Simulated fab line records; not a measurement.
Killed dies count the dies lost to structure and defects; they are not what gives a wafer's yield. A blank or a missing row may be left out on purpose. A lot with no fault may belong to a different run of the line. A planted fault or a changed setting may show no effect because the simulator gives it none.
Lot-split experiment    flow n5 finfet    7 lots, 39 wafers read, on a route of 1938 steps

## ABOUT THE SPLIT
At N5_HKMG_FIN_ETCH_54 (etches SiARC in CF4, target depth 45.5 nm, time 75.8 s), the setting bias w was moved away from the recipe's 36 W on 12 of the 39 wafers read, by -17.6% to +17.8%. All remaining wafers had this setting at the recipe value.

Reading taken at the split's own step.

## THE READING
rf vpp V, in V, at N5_HKMG_FIN_ETCH_54 (etches SiARC in CF4, target depth 45.5 nm, time 75.8 s). A value of 183.9 V with a standard deviation of 1.1 V is what fault-free wafers of this fab line usually give.

wafer   tool, chamber at the split  bias w as run, W  against the recipe  rf vpp V, V  against lot-mates on the recipe
L078.1  rie diel-03, 3              36                recipe              186.7        -
L078.2  rie diel-03, 2              36                recipe              183.8        -
L078.3  rie diel-03, 1              36                recipe              184.8        -
L078.4  rie diel-03, 0              36                recipe              184.7        -
L078.5  rie diel-03, 3              36                recipe              185.3        -
L078.6  rie diel-03, 0              36                recipe              186.3        -
L081.1  rie diel-04, 2              36                recipe              183.5        -
L081.2  rie diel-04, 0              36                recipe              184.7        -
L081.3  rie diel-04, 1              42.41             +17.8%              203.9        +20.8
L081.4  rie diel-04, 3              36                recipe              181.2        -
L081.5  rie diel-04, 2              42.41             +17.8%              204.9        +21.8
L081.6  rie diel-04, 3              42.41             +17.8%              205.2        +22.1
L082.1  rie diel-01, 2              40.04             +11.2%              195.8        +12.3
L082.2  rie diel-01, 1              40.04             +11.2%              195.0        +11.5
L082.3  rie diel-01, 0              40.04             +11.2%              198.5        +15.0
L082.4  rie diel-01, 3              36                recipe              184.0        -
L082.5  rie diel-01, 2              36                recipe              183.0        -
L082.6  rie diel-01, 3              36                recipe              183.4        -
L083.1  rie diel-04, 1              36                recipe              183.1        -
L083.2  rie diel-04, 2              36                recipe              183.5        -
L083.3  rie diel-04, 3              36                recipe              184.8        -
L083.4  rie diel-04, 0              36                recipe              183.5        -
L083.5  rie diel-04, 2              36                recipe              183.6        -
L083.6  rie diel-04, 1              36                recipe              182.8        -
L084.2  rie diel-04, 2              36                recipe              183.7        -
L084.3  rie diel-04, 1              36                recipe              183.5        -
L084.6  rie diel-04, 0              36                recipe              185.2        -
L091.1  rie diel-01, 3              29.65             -17.6%              162.8        -21.2
L091.2  rie diel-01, 1              36                recipe              182.6        -
L091.3  rie diel-01, 2              29.65             -17.6%              161.1        -22.9
L091.4  rie diel-01, 0              36                recipe              185.4        -
L091.5  rie diel-01, 0              36                recipe              184.0        -
L091.6  rie diel-01, 3              29.65             -17.6%              161.9        -22.1
L097.1  rie diel-01, 0              39.1              +8.6%               195.5        +11.3
L097.2  rie diel-01, 1              36                recipe              183.7        -
L097.3  rie diel-01, 3              36                recipe              184.7        -
L097.4  rie diel-01, 0              36                recipe              184.1        -
L097.5  rie diel-01, 3              39.1              +8.6%               194.1        +9.9
L097.6  rie diel-01, 1              39.1              +8.6%               192.0        +7.8

THE FIT
A straight line over all 39 wafers: rf vpp V changes by +1.19 V for each +1% of bias w; r = +0.99; the points scatter about the line by 1.2 V.
The same after taking each lot's own level away (the mean of its wafers on the recipe; 39 wafers): +1.21 V for each +1%; r = +0.99; scatter 1 V.
That fit puts the effect of the largest move of bias w on the reading at 22 V.
Across the lots, their own levels run from 183.13 to 185.27 V, a range of 1.9 times the standard deviation given above.
The two slopes are in agreement: the lot-to-lot level therefore moves the slope only a little.
Check: +21.5 V against its lot-mates is what the line predicts for one of the wafers moved furthest among these (+17.8%) when that wafer is left out of the fit. It came out at +20.8 V against them.
Tool readings at the split's step, against how far the setting was moved: rf vpp V r = +0.99.

## ADDITIONAL SPLITS CARRIED BY THESE WAFERS
Before the reading, these wafers also passed through other splits. Each is held against what the fit with the lots' levels taken away leaves over:
other split on the same wafers      wafers away from the commonest value  r with rf vpp V (lot level and that fit taken away)
N5_DUMMY_GATE_EXPOSE_12 dose mj     15                                    +0.00
N5_DUMMY_GATE_ETCH_32 time s        12                                    -0.08
N5_SD_EPI_N_ETCH_35 time s          15                                    -0.18
N5_SD_EPI_P_ETCH_16 target depth a  12                                    -0.21

## THE FILE'S OWN FIT
rf vpp V changes by +1.21 V for each +1% of bias w, r = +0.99.
